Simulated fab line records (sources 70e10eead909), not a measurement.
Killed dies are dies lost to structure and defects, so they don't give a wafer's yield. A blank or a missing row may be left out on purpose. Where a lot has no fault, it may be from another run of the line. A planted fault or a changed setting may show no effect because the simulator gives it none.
Struck lot and sound lot, side by side -- flow nand-harc -- 24 steps out of a route of 1159
Sound: these wafers, L731.2, L731.5, L731.6. Struck: wafers L739.1, L739.6. (L739.2 of the same lot was not struck and is left out.) The cause comes at the end.
For every step that has rows: the tool of each side, followed by ch and its chambers, followed by its first start. Under that, the readings that differ: sound wafers -- struck wafers -- difference of the means -- sigmas: that difference in standard deviations of wafers without a fault.
alike: readings with means less than 2 such deviations apart, plus words and numbers identical on both sides. not compared: withheld readings, readings lacking a value on some wafer, bounds such as >300 that could conceal the same value, and numbers that have no deviation in the record and whose values overlap.
The two part at a step that has a row with sigmas, a row that says differs or no value, or rows on one side only. Numbers that have no deviation but don't overlap get no sigmas and don't part them. A reading that every wafer of one side lacks parts them only if that side has two wafers or more.

first, 4 steps without rows for these wafers: NHARC_P_GATE_PRECLEAN_71 (cleans in SC1); NHARC_P_GATE_SRD_72; NHARC_P_GATE_OXIDE_16 (material SiO2, target thk 3 nm, ox time 392 s); NHARC_P_GATE_CVD_17 (deposits poly-Si, target thk 150 nm, time 900 s).
NHARC_P_GATE_HM_DEP_102: deposits aC, target thk 120 nm.
  sound on acl-dep-02 ch 0, day 7 19:47; struck on acl-dep-03 ch 0, day 9 02:35
reading,sound,struck,difference,sigmas
throttle-valve-pct (%),35.009 35.006 35.008,34.991 34.977,-0.024,-2
  alike: susceptor-temp-C
NHARC_P_GATE_DEP_103: deposits SiON, target thk 30 nm.
  sound on pecvd-04 ch 0,2, day 7 20:20; struck on pecvd-03 ch 0,2, day 9 03:16
  alike: heater-power-w, susceptor-temp-C
then, 6 steps without rows for these wafers: NHARC_P_GATE_DEHYDRATE_18 (time 120 s); NHARC_P_GATE_HMDS_19 (time 30 s); NHARC_P_GATE_COAT_20 (resist thk 90 nm); NHARC_P_GATE_SOFTBAKE_21 (time 55 s); NHARC_P_GATE_EBR_22; NHARC_P_GATE_EXPOSE_23 (exposes mask P GATE, target cd 120 nm).
NHARC_P_GATE_PEB_24: peb time 65 s.
  sound on litho-track-04 ch 0, day 7 20:49; struck on litho-track-06 ch 0, day 9 03:52
reading,sound,struck,difference,sigmas
heater-power-total-W (W),156.2 157.2 157.1,166.7 167.0,+10.0,+25
  alike: exhaust-pa, resist-line-temp-C
then, 1 step without rows for these wafers: NHARC_P_GATE_DEVELOP_25 (develop time 35 s).
NHARC_P_GATE_CD_MEAS_26 targets a cd of 120 nm.
  sound on cd-sem-03 ch 0, day 7 20:54; struck on cd-sem-03 ch 0, day 9 03:56
reading,sound,struck,difference,sigmas
cd-nm (nm),121.1 120.2 120.2,123.6 124.1,+3.3,+5
NHARC_P_GATE_OVL_MEAS_27:
  sound on overlay-02, day 7 21:00; struck on overlay-02, day 9 04:01
  alike: overlay-x-nm, overlay-y-nm
NHARC_P_GATE_INSPECT_28:
  sound on defect-inspect-02, day 7 21:02; struck on defect-inspect-01, day 9 04:04
  alike: raw-defect-count
NHARC_P_GATE_DESCUM_31: chemistry O2, time 3 s.
  sound on rie-diel-07 ch 0,1, day 7 21:05; struck on rie-diel-05 ch 2,3, day 9 04:08
reading,sound,struck,difference,sigmas
model.P_GATE.cd-nm (nm),120.4 120 119.6,123.2 123.1,+3.2,
  alike: drypump-motor-current-A, oes-product-au, rf-vpp-V, showerhead-plenum-p-Torr, throttle-valve-pct
  not compared: rf-hours-counter-h
NHARC_P_GATE_ETCH_104: etches the open film in CF4/CHF3, target depth 60 nm.
  sound on rie-diel-07 ch 2,3, day 7 21:11; struck on rie-diel-05 ch 1, day 9 04:13
  alike: drypump-motor-current-A, oes-product-au, rf-vpp-V, showerhead-plenum-p-Torr, throttle-valve-pct
NHARC_P_GATE_HM_OPEN_105: chemistry O2/COS, target depth 360 nm.
  sound: rie-diel-07 ch 0,1; struck: rie-diel-05 ch 0,2
  alike: drypump-motor-current-A, oes-product-au, rf-vpp-V, showerhead-plenum-p-Torr, throttle-valve-pct
  not compared: rf-hours-counter-h
then, 1 step without rows for these wafers: NHARC_P_GATE_STRIP_106 (strips in O2/COS).
NHARC_P_GATE_ETCH_114: etches the open film in CF4/O2, target depth 30 nm, overetch 3 nm, time 16.5 s.
  sound: rie-diel-07 ch 2,3; struck: rie-diel-05 ch 0
reading,sound,struck,difference,sigmas
oes-product-au (a.u.),1.001 1.021 1.014,0.974 0.986,-0.032,-2
  alike: drypump-motor-current-A, rf-vpp-V, showerhead-plenum-p-Torr, throttle-valve-pct
  not compared: rf-hours-counter-h, model.P_GATE.cd-nm
NHARC_P_GATE_ETCH_32: etches the open film in HBr/Cl2, target depth 150 nm, time 100.1 s.
  sound on rie-si-04 ch 0,3, day 7 21:34; struck on rie-si-02 ch 1, day 9 04:37
  alike: drypump-motor-current-A, oes-product-au, throttle-valve-pct
  not compared: rf-hours-counter-h
-- the record jumps here: 15 days lie between the struck wafers' starts before and after (it left off in module P_GATE and takes up again in module END, whose first step shown is number 1159 of the route) --
NHARC_END_SORT_01:
  the record has rows for the struck wafers here (prober-02 ch 0, day 23 18:37) and none for the sound ones

WHERE THEY PART
At NHARC_P_GATE_HM_DEP_102 first; at NHARC_END_SORT_01 last (within this record only).

WHY: what the simulator had put in
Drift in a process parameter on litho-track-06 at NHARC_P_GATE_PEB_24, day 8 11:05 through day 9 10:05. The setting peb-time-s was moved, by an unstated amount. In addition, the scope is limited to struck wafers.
